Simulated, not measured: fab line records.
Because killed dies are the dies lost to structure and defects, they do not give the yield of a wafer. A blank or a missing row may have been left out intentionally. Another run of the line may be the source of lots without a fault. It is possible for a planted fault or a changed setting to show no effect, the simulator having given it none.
Comparing a struck lot with a sound one | flow nand-harc | 40 steps out of a route of 1159
Sound: wafers L704.3, L704.5, L704.6. Wafers L711.3, L711.6 were the ones struck. Last of all comes the cause.
Per side, at each step with rows, come the tool, then ch with its chambers, and then its first start. Under that, the readings that differ: sound wafers | struck wafers | difference of the means | sigmas: that difference in standard deviations of wafers without a fault.
alike: words and numbers the same on both sides, and readings whose means are apart by under 2 such deviations; not compared: readings that were withheld, readings missing a value for some wafer, numbers with overlapping values and no deviation given by the record, and bounds like >300 which may hide the same value.
A row with sigmas, a row that says differs or no value, or rows on one side alone: a step with any of these is where the two part. Numbers that have no deviation but don't overlap get no sigmas and don't part them. Lack of a reading on every wafer of one side parts them only where that side has two or more wafers.

first, 2 steps without rows for these wafers: NHARC_A_STAIRCASE_SRD_154; NHARC_A_STAIRCASE_ETCH_403 (etches SiO2 in dHF, target depth 108.2 nm).
NHARC_A_STAIRCASE_ETCHBACK_422: etches the open film in CH3F/O2, target depth 40 nm, time 74.286 s.
  sound on rie-diel-10 ch 0,1,3, day 14 09:28; struck on rie-diel-10 ch 2,3, day 16 06:55
  reading               | sound          | struck    | difference | sigmas
  oes-product-au (a.u.) | 0.92 0.92 0.92 | 1.00 1.01 | +0.08      | +2
  alike: drypump-motor-current-A, o2-flow-sccm, rf-vpp-V, showerhead-plenum-p-Torr, throttle-valve-pct
  not compared: rf-hours-counter-h
then, 1 step without rows for these wafers: NHARC_A_STAIRCASE_ETCH_423 (etches SiO2 in dHF, target depth 30 nm).
NHARC_A_STAIRCASE_ETCHBACK_157: etches the open film in CH3F/O2, target depth 90 nm, time 167.14 s.
  sound on rie-diel-10 ch 0,1, day 14 09:49; struck on rie-diel-06 ch 1,3, day 16 07:19
  alike: drypump-motor-current-A, o2-flow-sccm, oes-product-au, rf-vpp-V, showerhead-plenum-p-Torr, throttle-valve-pct
  not compared: rf-hours-counter-h
then, 4 steps without rows for these wafers: NHARC_A_STAIRCASE_STRIP_475 (strips in O2, time 20 s); NHARC_A_STAIRCASE_DEP_471 (deposits SiO2, target thk 100 nm); NHARC_A_STAIRCASE_CMP_472 (polishes SiO2); NHARC_A_STAIRCASE_SRD_474.
NHARC_A_STAIRCASE_INSPECT_155:
  struck on defect-inspect-01, day 16 08:09; sound on defect-inspect-01, day 14 10:42
  reading          | sound       | struck  | difference | sigmas
  raw-defect-count | 247 409 764 | 214 270 | -231       | -2
NHARC_A_SGD_CUT_DEP_00: deposits SiNx, target thk 50 nm.
  sound on pecvd-02 ch 0,2, day 14 10:51; struck on pecvd-02 ch 2, day 16 08:13
  alike: heater-power-w
then, 10 steps without rows for these wafers: NHARC_A_SGD_CUT_DEHYDRATE_01 (time 120 s); NHARC_A_SGD_CUT_HMDS_02 (time 30 s); NHARC_A_SGD_CUT_COAT_56 (time 75 s); NHARC_A_SGD_CUT_COAT_57 (time 65 s); NHARC_A_SGD_CUT_COAT_03 (resist thk 90 nm); NHARC_A_SGD_CUT_SOFTBAKE_04 (time 55 s); NHARC_A_SGD_CUT_EBR_05; NHARC_A_SGD_CUT_EXPOSE_06 (exposes mask SGD); NHARC_A_SGD_CUT_PEB_07 (peb time 65 s); NHARC_A_SGD_CUT_DEVELOP_08 (develop time 35 s).
NHARC_A_SGD_CUT_CD_MEAS_09 targets a cd of 100 nm.
  sound on cd-sem-02 ch 0, day 14 11:31; struck on cd-sem-02 ch 0, day 16 08:49
  alike: cd-nm
NHARC_A_SGD_CUT_OVL_MEAS_10:
  struck on overlay-01, day 16 08:54; sound on overlay-01, day 14 11:36
  alike: overlay-x-nm, overlay-y-nm
NHARC_A_SGD_CUT_INSPECT_11:
  struck on defect-inspect-02, day 16 08:56; sound on defect-inspect-02, day 14 11:38
  alike: raw-defect-count
NHARC_A_SGD_CUT_DESCUM_14: chemistry O2, time 3 s.
  sound on rie-diel-04 ch 2,3, day 14 11:42; struck on rie-diel-04 ch 0,1, day 16 09:00
  alike: drypump-motor-current-A, o2-flow-sccm, oes-product-au, rf-vpp-V, showerhead-plenum-p-Torr, throttle-valve-pct
  not compared: rf-hours-counter-h
then, 1 step without rows for these wafers: NHARC_A_SGD_CUT_ETCH_58 (etches the open film in CF4, target depth 39 nm, time 65 s).
NHARC_A_SGD_CUT_ETCH_59: etches the open film in N2/H2, target depth 260 nm, time 406.25 s.
  sound: rie-diel-04 ch 2,3; struck: rie-diel-04 ch 1,3
  alike: drypump-motor-current-A, oes-product-au, rf-vpp-V, showerhead-plenum-p-Torr, throttle-valve-pct
  not compared: rf-hours-counter-h
then, 8 steps without rows for these wafers: NHARC_A_SGD_CUT_ETCH_15 (etches the open film in CH3F/O2, target depth 75 nm, time 64.3 s); NHARC_A_SGD_CUT_ETCH_16 (etches the open film in C4F8/O2/Ar, target depth 310.5 nm, time 155.2 s); NHARC_A_SGD_CUT_STRIP_60 (strips in C4F8/O2/Ar); NHARC_A_SGD_CUT_STRIP_17 (strips in O2); NHARC_A_SGD_CUT_PRECLEAN_18 (cleans in SC1); NHARC_A_SGD_CUT_SRD_19; NHARC_A_SGD_CUT_DEP_20 (deposits SiO2, target thk 150 nm); NHARC_A_SGD_CUT_ANNEAL_27 (time 1800 s).
NHARC_A_SGD_CUT_CMP_21: polishes, target thk 148.19 nm.
  sound on cmp-04 ch 2,3, day 14 17:44; struck on cmp-02 ch 1,3, day 16 14:31
  alike: motor-current-A, time-to-endpoint-s
then, 3 steps without rows for these wafers: NHARC_A_SGD_CUT_SRD_23; NHARC_A_SGD_CUT_ETCH_26 (etches SiO2 in dHF, target depth 45.8 nm); NHARC_A_SGD_CUT_ETCHBACK_24 (etches the open film in CH3F/O2, target depth 50 nm, time 92.857 s).
-- jump in the record: it breaks off in module A_SGD_CUT and resumes in module END (first step shown: number 1159 of the route), and 6 days separate the struck wafers' starts before and after --
NHARC_END_SORT_01:
  sound on prober-01 ch 0, day 20 18:21; struck on prober-02 ch 0, day 22 05:13
  reading         | sound    | struck  | difference | sigmas
  killed-at-array | 10 13 12 | 671 673 | +660       | +66
  killed-dies     | 13 16 14 | 677 677 | +663       | +66
  alike: killed-at-other, killed-at-periphery, killed-open, killed-short

## WHERE THEY PART
Earliest at NHARC_A_STAIRCASE_ETCHBACK_422; latest, in this record, at NHARC_END_SORT_01.

WHY: what the simulator had put in
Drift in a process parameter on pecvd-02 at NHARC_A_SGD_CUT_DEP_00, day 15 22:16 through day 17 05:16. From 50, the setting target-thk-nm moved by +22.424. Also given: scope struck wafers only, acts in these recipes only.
